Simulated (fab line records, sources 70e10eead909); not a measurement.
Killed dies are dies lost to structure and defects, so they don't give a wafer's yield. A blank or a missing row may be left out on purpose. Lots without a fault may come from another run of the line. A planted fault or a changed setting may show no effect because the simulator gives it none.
fab line records | flow nand_harc
record lots=6 wafers=18 last_day=32
route steps=1302 shown A_M0@1164 A_M1@1169
lots that met no fault: from a run of the same line without faults
start_h: hours from the record's first day to the start of the lot's first wafer shown | wait_h: hours since the lot's step before | " the same as in the row above | L1.1+2: a row that stands for several wafers | - no value, or no start given | * or withheld: withheld | < > ~ a bound
route shown NAME@n: a module of which the file shows steps, and the number in the route of the first | usual: mean/standard deviation of fault-free wafers | same: alike in all rows | chamber/n: place in a boat | sites: the reading at each site | _std_site: their standard deviation | _edge_site: outer sites' mean less inner sites' | radius_mm: how far each site lies from the wafer's centre | mask NAME#n: copy n | behind: the tool/chamber that last shaped the wafer | hold: why the lot was held/for how many hours/how that ended | device: the transistor (n, p or np) that didn't switch | end of line: the same wafers' tests at the end of the route | a step without rows: its recipe alone | killed: dies lost to structure and defects at the first sort, not the wafer's yield | map: a wafer's dies, x killed, . not, _ none there
set.NAME: the setting as run; set.NAME@STEP: as run at that earlier step | model.NAME: the simulator's own value behind a step, which no gauge read
lots at some steps of the route; a table a step, a row a wafer
services: from which hour (start_h, from the record's first day; less than 0 if before it) a tool's chamber was out of use, for how many hours, and why
## steps
# step NHARC_A_M0_SRD_25
# step NHARC_A_M0_INSPECT_27
# usual raw_defect_count=519/130
# columns lot.wafer tool chamber start_h wait_h raw_defect_count
L538.3 defect_inspect-01 - 535.78 0.0 428
L538.4 " - " " 342
L538.6 " - " " 406
L543.1 defect_inspect-01 - 591.54 0.0 533
L543.3 " - " " 485
L543.4 " - " " 504
L552.1 defect_inspect-01 - 669.12 0.0 554
L552.2 " - " " 849
L552.4 " - " " 608
L553.1 defect_inspect-02 - 674.84 0.0 501
L553.3 " - " " 477
L553.6 " - " " 549
L556.2 defect_inspect-02 - 697.86 0.0 461
L556.3 " - " " 515
L556.5 " - " " 816
L557.1 defect_inspect-02 - 727.01 0.0 475
L557.2 " - " " 420
L557.3 " - " " 343
# step NHARC_A_M0_PRE_CLEAN_31
# recipe time_s=12 temp_c=370 rf_power_w=300 gas=NH3
# usual heater_power_outer_w=375/64 heater_power_w=644/99
# columns lot.wafer tool chamber start_h wait_h heater_power_outer_w heater_power_w
L538.3 pecvd-01 2 535.85 0.1 261 464
L538.4 " 0 " " 437 776
L538.6 " 1 " " 488 845
L543.1 pecvd-01 0 591.62 0.1 397 738
L543.3 " 1 " " 437 765
L543.4 " 1 " " 423 737
L552.2 pecvd-03 2 669.18 0.1 395 712
L552.1 " 0 " " 375 603
L552.4 " 0 " " 372 597
L553.3 pecvd-02 0 675.24 0.4 334 593
L553.1 " 1 " " 359 632
L553.6 " 1 " " 357 627
L556.2 pecvd-02 2 698.11 0.2 454 677
L556.3 " 1 " " 390 655
L556.5 " 1 " " 385 658
L557.2 pecvd-02 0 727.08 0.1 292 524
L557.3 " 1 " " 387 645
L557.1 " 2 " " 454 693
# step NHARC_A_M0_DEP_32
# recipe target_thk_a=300 temp_c=370 target_thk_nm=30 pressure_torr=3 flow_sccm=200 rf_w=450 material=SiCN
# usual heater_power_outer_w=335/67 heater_power_w=590/100
# columns lot.wafer tool chamber start_h wait_h heater_power_outer_w heater_power_w
L538.3 pecvd-01 2 535.92 0.1 265 456
L538.4 " 0 " " 352 664
L538.6 " 1 " " 454 785
L543.1 pecvd-01 0 591.73 0.1 335 629
L543.3 " 1 " " 376 701
L543.4 " 1 " " 382 700
L552.2 pecvd-03 2 669.26 0.1 365 662
L552.1 " 0 " " 277 490
L552.4 " 0 " " 284 477
L553.3 pecvd-02 0 675.35 0.1 283 522
L553.1 " 1 " " 349 619
L553.6 " 1 " " 351 595
L556.2 pecvd-02 2 698.19 0.1 365 561
L556.3 " 1 " " 337 581
L556.5 " 1 " " 327 589
L557.2 pecvd-02 0 727.16 0.1 268 481
L557.3 " 1 " " 309 550
L557.1 " 2 " " 402 619
# step NHARC_A_M1_DEP_00
# recipe target_thk_a=1825 target_thk_nm=182.5 temp_c=withheld pressure_torr=5 flow_sccm=200 rf_w=600 material=SiOC
# step NHARC_A_M1_DEHYDRATE_01
# recipe temp_c=150 time_s=120
# step NHARC_A_M1_HMDS_02
# recipe time_s=30
# step NHARC_A_M1_COAT_34
# recipe temp_c=200 time_s=65
# step NHARC_A_M1_COAT_03
# recipe spin_rpm=1500 resist_thk_nm=90
# step NHARC_A_M1_SOFTBAKE_04
# recipe temp_c=105 time_s=55
# step NHARC_A_M1_EBR_05
# step NHARC_A_M1_EXPOSE_06
# recipe na=1.35 target_cd_nm=120 dose_mj=75.13 mask_id=A_M1
# usual exposure_dose_mJ_cm2=75.11/0.076
# columns lot.wafer tool chamber start_h wait_h mask exposure_dose_mJ_cm2
L538.3 arfi_scanner-01 0 536.92 - A_M1#0 75.07
L538.4 " 0 " " A_M1#0 75.16
L538.6 " 0 " " A_M1#0 75.09
L543.1 arfi_scanner-03 0 592.66 - A_M1#0 75.08
L543.3 " 0 " " A_M1#0 75.14
L543.4 " 0 " " A_M1#0 75.18
L552.1 arfi_scanner-01 0 670.52 - A_M1#0 54.13
L552.2 " 0 " " A_M1#0 54.26
L552.4 " 0 " " A_M1#0 54.32
L553.1 arfi_scanner-01 0 676.27 - A_M1#0 58.29
L553.3 " 0 " " A_M1#0 58.40
L553.6 " 0 " " A_M1#0 58.44
L556.2 arfi_scanner-03 0 699.18 - A_M1#0 75.00
L556.3 " 0 " " A_M1#0 75.07
L556.5 " 0 " " A_M1#0 75.12
L557.1 arfi_scanner-02 0 728.29 - A_M1#0 75.15
L557.2 " 0 " " A_M1#0 75.13
L557.3 " 0 " " A_M1#0 75.12
# step NHARC_A_M1_PEB_07
# recipe peb_temp_c=100 peb_time_s=65
# step NHARC_A_M1_DEVELOP_08
# recipe develop_time_s=35 dev_temp_c=23
# step NHARC_A_M1_CD_MEAS_09
# recipe target_cd_nm=120 landing_energy_ev=500
# usual cd_nm=119.9/0.59
# columns lot.wafer tool chamber start_h wait_h hold cd_nm
L538.3 cd_sem-03 0 537.06 - - 120.2
L538.4 " 0 " " - 119.8
L538.6 " 0 " " - 120.4
L543.1 cd_sem-01 0 592.80 - - 119.2
L543.3 " 0 " " - 119.3
L543.4 " 0 " " - 119.3
L552.1 cd_sem-03 0 670.65 - await_dispo/0.2h/release 101.1
L552.2 " 0 " " await_dispo/0.2h/release 101.1
L552.4 " 0 " " await_dispo/0.2h/release 101.0
L552.1 cd_sem-03 0 - - - 101.2
L552.2 " 0 " " - 101.1
L552.4 " 0 " " - 100.8
L553.1 cd_sem-03 0 676.41 - await_dispo/0.2h/release 104.9
L553.3 " 0 " " await_dispo/0.2h/release 104.9
L553.6 " 0 " " await_dispo/0.2h/release 105.5
L553.1 cd_sem-03 0 - - - 104.8
L553.3 " 0 " " - 105.0
L553.6 " 0 " " - 105.1
L556.2 cd_sem-02 0 699.32 - - 120.2
L556.3 " 0 " " - 119.4
L556.5 " 0 " " - 120.0
L557.1 cd_sem-02 0 728.43 - - 119.3
L557.2 " 0 " " - 119.6
L557.3 " 0 " " - 118.8
# step NHARC_A_M1_OVL_MEAS_10
# recipe pitch_nm=240
# usual overlay_x_nm=0.1/0.7 overlay_y_nm=0.2/0.84
# columns lot.wafer tool chamber start_h wait_h hold overlay_x_nm overlay_y_nm
L538.3 overlay-01 - 537.14 - - 0.4 -0.4
L538.4 " - " " - 0.2 -0.2
L538.6 " - " " - 0.3 0.3
L543.1 overlay-02 - 592.88 - - 0.9 1.1
L543.3 " - " " - 1.0 1.5
L543.4 " - " " - 0.9 1.1
L552.1 overlay-02 - 673.78 - await_dispo/2.9h/release -0.5 0.6
L552.2 " - " " await_dispo/2.9h/release -1.3 0.9
L552.4 " - " " await_dispo/2.9h/release -0.3 0.7
L553.1 overlay-01 - 681.21 - await_dispo/4.5h/release -0.8 -0.7
L553.3 " - " " await_dispo/4.5h/release -1.1 0.5
L553.6 " - " " await_dispo/4.5h/release -1.2 0.4
L556.2 overlay-02 - 699.40 - - 0.0 0.6
L556.3 " - " " - 0.1 0.5
L556.5 " - " " - 0.7 0.2
L557.1 overlay-02 - 728.52 - - 0.7 1.0
L557.2 " - " " - 0.9 0.9
L557.3 " - " " - 1.3 1.0
# step NHARC_A_M1_INSPECT_11
# usual raw_defect_count=84/37
# columns lot.wafer tool chamber start_h wait_h raw_defect_count
L538.3 defect_inspect-01 - 537.18 0.0 18
L538.4 " - " " 21
L538.6 " - " " 27
L543.1 defect_inspect-02 - 592.92 0.0 58
L543.3 " - " " 61
L543.4 " - " " 76
L552.1 defect_inspect-01 - 673.82 0.0 100
L552.2 " - " " 94
L552.4 " - " " 95
L553.1 defect_inspect-02 - 681.24 0.0 78
L553.3 " - " " 74
L553.6 " - " " 69
L556.2 defect_inspect-01 - 699.44 0.0 51
L556.3 " - " " 41
L556.5 " - " " 48
L557.1 defect_inspect-01 - 728.56 0.0 105
L557.2 " - " " 128
L557.3 " - " " 103
# step NHARC_A_M1_DESCUM_14
# recipe time_s=3 o2_flow_sccm=200 ar_flow_sccm=0 bias_power_w=0 chemistry=O2
# usual drypump_motor_current_A=5.5/0.44 oes_product_au=1.002/0.0098 rf_vpp_V=57.7/0.81 showerhead_plenum_p_Torr=1.91/0.063 throttle_valve_pct=11.312/0.009
# columns lot.wafer tool chamber start_h wait_h drypump_motor_current_A oes_product_au rf_hours_counter_h rf_vpp_V showerhead_plenum_p_Torr throttle_valve_pct model.A_M1.cd_nm
L538.3 rie_diel-02 2 537.24 0.1 6.3 1.003 6.7 57.9 1.91 11.313 120.6
L538.4 " 1 " " 6.0 0.987 6.7 58.3 1.99 11.319 120.5
L538.6 " 2 " " 6.3 1.013 - 58.0 1.91 11.313 120.3
L543.4 rie_diel-04 1 592.98 0.1 4.8 1.001 2.8 57.5 1.83 11.317 119.1
L543.1 " 2 " " 5.0 1.002 2.8 56.4 1.97 11.316 119.1
L543.3 " 0 " " 5.3 1.004 2.8 57.2 1.77 11.331 119.7
L552.1 rie_diel-12 3 673.88 0.1 5.4 0.985 0.8 57.5 1.93 11.323 101.6
L552.4 " 1 " " 5.6 1.006 0.8 56.7 1.82 11.322 101.2
L552.2 " 2 " " 4.8 0.988 0.9 56.3 1.98 11.312 100.9
L553.1 rie_diel-04 3 681.32 0.1 5.5 0.994 8.0 57.6 1.88 11.313 104.3
L553.3 " 0 " " 5.4 1.011 7.9 57.3 1.77 11.321 105.2
L553.6 " 2 " " 5.0 1.006 - 56.1 1.96 11.313 105.1
L556.3 rie_diel-02 0 699.50 0.1 5.6 0.999 6.3 58.1 1.97 11.311 119.4
L556.2 " 2 " " 6.3 0.995 5.7 57.1 1.91 11.311 120.3
L556.5 " 0 " " 5.6 0.997 - 59.0 1.97 11.321 119.9
L557.3 rie_diel-02 0 728.63 0.1 5.7 0.995 7.4 57.3 1.97 11.317 118.5
L557.2 " 1 " " 6.0 0.996 7.5 57.7 1.98 11.290 120
L557.1 " 2 " " 6.4 0.993 7.4 58.7 1.91 11.311 119.2
# step NHARC_A_M1_ETCH_35
# recipe target_depth_a=400 overetch_a=120 time_s=43.94 ion_energy_ev=200 n2_flow_sccm=150 h2_flow_sccm=150 ar_flow_sccm=0 rf_w=400 bias_w=150 chemistry=N2/H2
# usual drypump_motor_current_A=5.5/0.44 oes_product_au=1.003/0.01 rf_vpp_V=430.5/2.1 showerhead_plenum_p_Torr=2.04/0.071 throttle_valve_pct=14.172/0.0089
# columns lot.wafer tool chamber start_h wait_h drypump_motor_current_A oes_product_au rf_hours_counter_h rf_vpp_V showerhead_plenum_p_Torr throttle_valve_pct
L538.3 rie_diel-02 1 537.33 0.1 6.0 0.989 6.7 431.8 2.12 14.165
L538.4 " 2 " " 6.4 1.001 6.7 431.0 2.04 14.177
L538.6 " 2 " " 6.4 1.009 - 430.7 2.04 14.165
L543.3 rie_diel-04 2 593.07 0.1 5.0 1.008 2.8 432.7 2.10 14.182
L543.1 " 0 " " 5.4 1.000 2.8 426.1 1.89 14.172
L543.4 " 1 " " 4.8 0.993 2.8 426.2 1.94 14.153
L552.2 rie_diel-12 0 673.97 0.1 5.5 1.024 0.7 432.1 2.07 14.190
L552.1 " 2 " " 4.8 0.988 0.9 433.4 2.11 14.165
L552.4 " 3 " " 5.4 1.001 0.8 430.6 2.06 14.176
L553.3 rie_diel-04 3 681.39 0.1 5.5 0.985 8.0 428.9 2.01 14.167
L553.1 " 2 " " 5.0 1.010 7.9 433.9 2.09 14.157
L553.6 " 3 " " 5.5 0.988 - 430.8 2.01 14.179
L556.2 rie_diel-02 1 699.60 0.1 6.0 0.995 6.4 431.9 2.12 14.174
L556.3 " 2 " " 6.3 1.005 5.7 431.2 2.04 14.168
L556.5 " 0 " " 5.7 0.990 - 431.3 2.11 14.171
L557.1 rie_diel-02 2 728.70 0.1 6.3 0.997 7.4 430.0 2.04 14.177
L557.3 " 3 " " 5.0 1.005 8.2 429.7 2.03 14.185
L557.2 " 0 " " 5.6 0.995 7.4 431.9 2.11 14.172
# step NHARC_A_M1_ETCH_15
# recipe target_depth_a=1825 time_s=91.2 c4f8_flow_sccm=withheld ar_flow_sccm=400 rf_w=600 bias_w=300 chemistry=C4F8/Ar
# usual oes_product_au=0.953/0.024 rf_vpp_V=441.0/2.1
# columns lot.wafer tool chamber start_h wait_h oes_product_au rf_hours_counter_h rf_vpp_V
L538.3 rie_diel-02 2 - - 0.936 6.7 440.6
L538.4 " 0 " " 0.926 7.7 441.6
L538.6 " 2 " " 0.933 - 441.5
L543.3 rie_diel-04 2 - - 0.927 2.8 442.1
L543.4 " 0 " " 0.920 2.8 437.3
L543.1 " 1 " " 0.926 2.8 435.9
L552.4 rie_diel-12 0 - - 0.969 0.7 441.7
L552.2 " 1 " " 0.990 0.8 439.7
L552.1 " 2 " " 0.973 0.9 442.9
L553.3 rie_diel-04 2 - - 0.968 7.9 443.6
L553.1 " 1 " " 0.970 7.8 437.9
L553.6 " 2 " " 0.966 - 443.3
L556.3 rie_diel-02 2 - - 0.979 5.7 438.9
L556.2 " 0 " " 0.965 6.3 442.3
L556.5 " 2 " " 0.980 - 441.6
L557.3 rie_diel-02 0 - - 0.923 7.4 442.6
L557.2 " 1 " " 0.924 7.6 442.3
L557.1 " 2 " " 0.917 7.4 440.0
# step NHARC_A_M1_CD_MEAS_16
# usual cd_nm=119.6/0.79
# columns lot.wafer tool chamber start_h wait_h hold cd_nm
L538.3 cd_sem-02 - 537.55 - - 120.5
L538.4 " - " " - 120.0
L538.6 " - " " - 119.9
L543.1 cd_sem-03 - 593.29 - - 118.8
L543.3 " - " " - 119.8
L543.4 " - " " - 119.4
L552.1 cd_sem-01 - 674.19 - await_dispo/0.2h/release 100.7
L552.2 " - " " await_dispo/0.2h/release 100.7
L552.4 " - " " await_dispo/0.2h/release 100.4
L552.1 cd_sem-01 - 674.37 0.2 - 100.8
L552.2 " - " " - 101.2
L552.4 " - " " - 100.3
L553.1 cd_sem-01 - 681.61 - await_dispo/0.2h/release 104.5
L553.3 " - " " await_dispo/0.2h/release 105.6
L553.6 " - " " await_dispo/0.2h/release 105.3
L553.1 cd_sem-01 - 681.79 0.2 - 104.1
L553.3 " - " " - 105.2
L553.6 " - " " - 105.3
L556.2 cd_sem-03 - 699.81 - - 120.2
L556.3 " - " " - 118.6
L556.5 " - " " - 119.2
L557.1 cd_sem-01 - 728.93 - - 118.8
L557.2 " - " " - 120.0
L557.3 " - " " - 117.4
# step NHARC_A_M1_STRIP_18
# recipe power_w=1000 n2_flow_sccm=150 h2_flow_sccm=150 ar_flow_sccm=0 bias_w=0 chemistry=N2/H2
# usual drypump_motor_current_A=5.4/0.4 oes_product_au=1.003/0.0096 rf_vpp_V=90.6/0.83 showerhead_plenum_p_Torr=2.02/0.077 throttle_valve_pct=14.171/0.0097
# columns lot.wafer tool chamber start_h wait_h hold drypump_motor_current_A oes_product_au rf_hours_counter_h rf_vpp_V showerhead_plenum_p_Torr throttle_valve_pct
L538.3 rie_diel-12 0 537.62 0.1 - 5.6 1.008 2.6 91.7 2.07 14.152
L538.4 " 2 " " - 4.8 1.007 2.2 92.0 2.11 14.155
L538.6 " 0 " " - 5.6 1.003 - 90.4 2.07 14.183
L543.4 rie_diel-04 0 593.36 0.1 - 5.4 1.012 2.8 89.8 1.89 14.167
L543.1 " 1 " " - 4.9 0.999 2.8 89.9 1.94 14.170
L543.3 " 2 " " - 5.0 1.002 2.9 90.3 2.10 14.153
L552.1 rie_diel-04 3 679.66 5.3 await_dispo/5.2h/release 5.5 0.986 7.9 90.4 2.01 14.161
L552.4 " 0 " " await_dispo/5.2h/release 5.4 1.010 7.8 91.1 1.88 14.176
L552.2 " 2 " " await_dispo/5.2h/release 5.0 1.017 7.9 91.2 2.09 14.182
L553.3 rie_diel-12 3 684.14 2.3 await_dispo/2.3h/release 5.4 1.000 1.0 91.4 2.06 14.172
L553.1 " 2 " " await_dispo/2.3h/release 4.8 1.006 1.0 91.5 2.11 14.164
L553.6 " 3 " " await_dispo/2.3h/release 5.4 1.007 - 92.1 2.06 14.163
L556.3 rie_diel-02 2 699.91 0.1 - 6.3 1.001 5.8 90.9 2.04 14.162
L556.2 " 3 " " - 5.0 0.999 6.7 91.5 2.03 14.175
L556.5 " 2 " " - 6.4 1.009 - 90.4 2.04 14.173
L557.1 rie_diel-04 0 729.02 0.1 - 5.4 1.020 0.8 90.6 1.88 14.174
L557.3 " 1 " " - 4.9 0.995 0.4 90.2 1.94 14.175
L557.2 " 3 " " - 5.5 1.010 0.8 91.3 2.01 14.175
# step NHARC_A_M1_ETCH_28
# recipe target_depth_a=300 over_etch_frac=0.3 time_s=72.99 ion_energy_ev=150 cf4_flow_sccm=50 n2_flow_sccm=100 ar_flow_sccm=150 rf_w=300 bias_w=100 chemistry=CF4/N2
# usual drypump_motor_current_A=5.3/0.38 oes_product_au=1.002/0.01 rf_vpp_V=313.8/1.8 showerhead_plenum_p_Torr=2.60/0.093 throttle_valve_pct=19.795/0.0089
# columns lot.wafer tool chamber start_h wait_h drypump_motor_current_A oes_product_au rf_hours_counter_h rf_vpp_V showerhead_plenum_p_Torr throttle_valve_pct model.A_M1.cd_nm
L538.4 rie_diel-12 1 - - 5.5 1.006 2.3 312.6 2.50 19.798 120.7
L538.3 " 3 " " 5.4 1.007 2.5 313.1 2.65 19.800 121.6
L538.6 " 0 " " 5.6 0.998 - 315.6 2.66 19.796 120
L543.3 rie_diel-04 3 - - 5.4 0.990 2.9 313.8 2.59 19.794 120.6
L543.1 " 0 " " 5.4 1.003 2.9 311.9 2.44 19.787 118.9
L543.4 " 1 " " 4.8 0.993 2.9 311.1 2.51 19.792 119.8
L552.1 rie_diel-04 1 - - 4.9 1.000 7.8 311.5 2.51 19.797 100.3
L552.4 " 2 " " 5.0 1.005 7.9 315.4 2.69 19.792 100.6
L552.2 " 3 " " 5.5 0.992 8.0 312.4 2.59 19.790 101.6
L553.1 rie_diel-12 2 - - 4.8 0.997 1.1 313.9 2.71 19.798 105.2
L553.3 " 0 " " 5.6 1.019 0.9 315.4 2.66 19.784 105.5
L553.6 " 2 " " 4.8 0.988 - 316.1 2.71 19.798 105.1
L556.2 rie_diel-02 3 - - 5.0 0.997 6.7 313.7 2.62 19.809 119.8
L556.3 " 2 " " 6.4 1.000 5.8 315.0 2.62 19.783 118.9
L556.5 " 0 " " 5.6 0.995 - 315.4 2.70 19.794 119.1
L557.3 rie_diel-04 3 - - 5.5 0.999 0.9 315.0 2.59 19.779 118.2
L557.2 " 0 " " 5.4 1.010 0.9 309.7 2.44 19.802 119.9
L557.1 " 1 " " 4.9 0.989 0.5 313.4 2.51 19.798 119.1
# step NHARC_A_M1_STRIP_19
# recipe time_s=600 temp_c=30 chemistry=post_etch_residue_remover
## services
# columns tool chamber start_h hours kind
arfi_scanner-01 - 516.08 0.3 repair
rie_diel-04 - 531.90 9.0 pm
rie_diel-12 0 533.87 3.0 repair
arfi_scanner-01 - 535.71 0.7 repair
arfi_scanner-03 - 540.00 4.0 pm
pecvd-03 - 547.04 13.0 pm
arfi_scanner-01 - 566.65 1.7 repair
arfi_scanner-02 - 566.78 2.5 repair
rie_diel-12 - 567.90 0.4 repair
rie_diel-02 - 570.70 9.0 pm
arfi_scanner-03 - 577.89 0.9 repair
pecvd-02 - 589.55 13.0 pm
arfi_scanner-01 - 596.00 4.0 pm
rie_diel-12 - 622.40 9.0 pm
pecvd-01 - 624.61 0.8 repair
arfi_scanner-02 - 656.00 4.0 pm
pecvd-03 - 656.17 0.4 repair
arfi_scanner-01 - 664.04 0.2 repair
rie_diel-02 2 667.73 11.2 repair
pecvd-01 - 673.27 13.0 pm
rie_diel-04 - 708.90 9.0 pm
arfi_scanner-03 - 712.00 4.0 pm
arfi_scanner-03 - 723.61 23.1 repair
pecvd-03 - 728.04 13.0 pm
## key
first_sign step=NHARC_A_M1_EXPOSE_06 reading=exposure_dose_mJ_cm2 direction=down sigmas=99+ usual=75.11 struck=56.31
effect step=NHARC_A_M1_CD_MEAS_09 reading=visit direction=added through=control_loop
effect step=NHARC_A_M1_CD_MEAS_09 reading=cd_nm direction=down sigmas=28 usual=119.9 struck=103.1 through=control_loop
effect step=NHARC_A_M1_CD_MEAS_16 reading=visit direction=added through=control_loop
effect step=NHARC_A_M1_CD_MEAS_16 reading=cd_nm direction=down sigmas=21 usual=119.6 struck=102.9 through=control_loop
model_effect step=NHARC_A_M1_DESCUM_14 value=A_M1.cd_nm without=120.2 struck=103.1
model_effect step=NHARC_A_M1_ETCH_28 value=A_M1.cd_nm without=120.3 struck=103
met_at NHARC_A_M1_EXPOSE_06
struck_wafers L552.1,L552.2,L552.4,L553.1,L553.3,L553.6
sort_left_out L552.1,L552.2,L552.4,L553.1,L553.3,L553.6
loop_trim step=NHARC_A_M1_EXPOSE_06 setting=dose lots=L553
onset_between 536.92 670.52
fault kind=process_parameter_drift tool=arfi_scanner-01 chamber=- onset_h=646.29 steps=NHARC_A_M1_EXPOSE_06 channel=dose_mj offset=-20.871 shape=step acts_in=these_recipes_only stated=75.13
# sort_left_out: the simulated sort isn't trusted on such a fault, so these wafers' sort isn't shown, and their yield isn't known
# loop_trim: a control loop set the setting to another value than it would have without faults
